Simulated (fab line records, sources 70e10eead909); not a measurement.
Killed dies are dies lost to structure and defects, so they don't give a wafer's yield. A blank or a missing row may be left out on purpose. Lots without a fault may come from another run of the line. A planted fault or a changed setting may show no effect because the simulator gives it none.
Chamber matching | flow nand_harc | NHARC_A_WL_FILL_ALD_19 on ald_metal-04: 4 sister chambers
The step deposits TiN, target thk 2 nm, pulse time 3 s, ald cycles 100. 27 wafers are shown with their chamber, then 12 later ones without.

WAFERS WITH THEIR CHAMBER
wafer  | chamber | heater_power_w (W) | precursor_pulse_height_rel
L074.4 | 2       | 1279               | 1.014
L074.5 | 1       | 1147               | 1.018
L074.6 | 2       | 1223               | 1.008
L076.1 | 3       | 1032               | 1.004
L076.2 | 0       | 913                | 1.012
L076.6 | 3       | 1011               | 1.034
L077.3 | 1       | 1136               | 1.011
L077.5 | 0       | 928                | 0.986
L077.6 | 3       | 1005               | 1.012
L080.1 | 1       | 1134               | 0.984
L080.2 | 3       | 997                | 1.014
L080.3 | 0       | 904                | 1.010
L082.1 | 1       | 1107               | 1.034
L082.2 | 0       | 910                | 0.987
L082.6 | 0       | 932                | 1.004
L082.3 | 2       | 1226               | 1.024
L082.4 | 3       | 1013               | 0.985
L082.5 | 1       | 1123               | 1.031
L083.3 | 2       | 1229               | 1.011
L083.4 | 3       | 1002               | 1.032
L083.6 | 1       | 1103               | 1.017
L087.3 | 0       | 939                | 0.990
L087.5 | 1       | 1132               | 0.998
L087.6 | 0       | 925                | 0.996
L089.1 | 3       | 1025               | 0.998
L089.3 | 0       | 910                | 1.004
L089.5 | 1       | 1165               | 0.988

SIGNATURES (means of the wafers above)
reading                    | chamber 0 | chamber 1 | chamber 2 | chamber 3 | scatter within a chamber
heater_power_w             | 920.12    | 1130.88   | 1239.25   | 1012.14   | 17.5
precursor_pulse_height_rel | 0.99862   | 1.01012   | 1.01425   | 1.01129   | 0.015
Rule: a wafer's distance from a chamber is the root of the sum, over the readings, of the square of ((its reading less the chamber's mean) divided by the reading's scatter). The wafer belongs to the nearest chamber; if the next one is less than 2 further off, it can't be placed. The scatter: the root of (the sum of the squares of (reading less its chamber's mean) over the shown wafers, divided by (wafers less chambers)).

WAFERS WITHOUT THEIR CHAMBER
wafer  | heater_power_w (W) | precursor_pulse_height_rel
L092.1 | 1261               | 0.969
L092.3 | 922                | 0.996
L092.5 | 974                | 0.995
L094.1 | 1275               | 0.977
L094.2 | 972                | 1.008
L094.3 | 943                | 0.998
L094.4 | 1135               | 0.972
L094.5 | 944                | 0.990
L094.6 | 953                | 1.006
L095.1 | 938                | 0.998
L095.4 | 963                | 0.980
L095.6 | 936                | 0.985

WHICH CHAMBER EACH WENT THROUGH
wafer  | from the rows above     | in truth
L092.1 | 2                       | 2
L092.3 | 0                       | 0
L092.5 | can't be placed: 3 or 0 | 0
L094.1 | 2                       | 2
L094.2 | can't be placed: 3 or 0 | 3
L094.3 | 0                       | 0
L094.4 | 1                       | 1
L094.5 | 0                       | 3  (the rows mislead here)
L094.6 | can't be placed: 0 or 3 | 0
L095.1 | 0                       | 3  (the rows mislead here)
L095.4 | can't be placed: 0 or 3 | 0
L095.6 | 0                       | 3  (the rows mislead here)
Placed correctly: 5 of 12. Can't be placed from these rows: 4 (the true chamber is among the candidates in 4). Placed wrongly: 3.
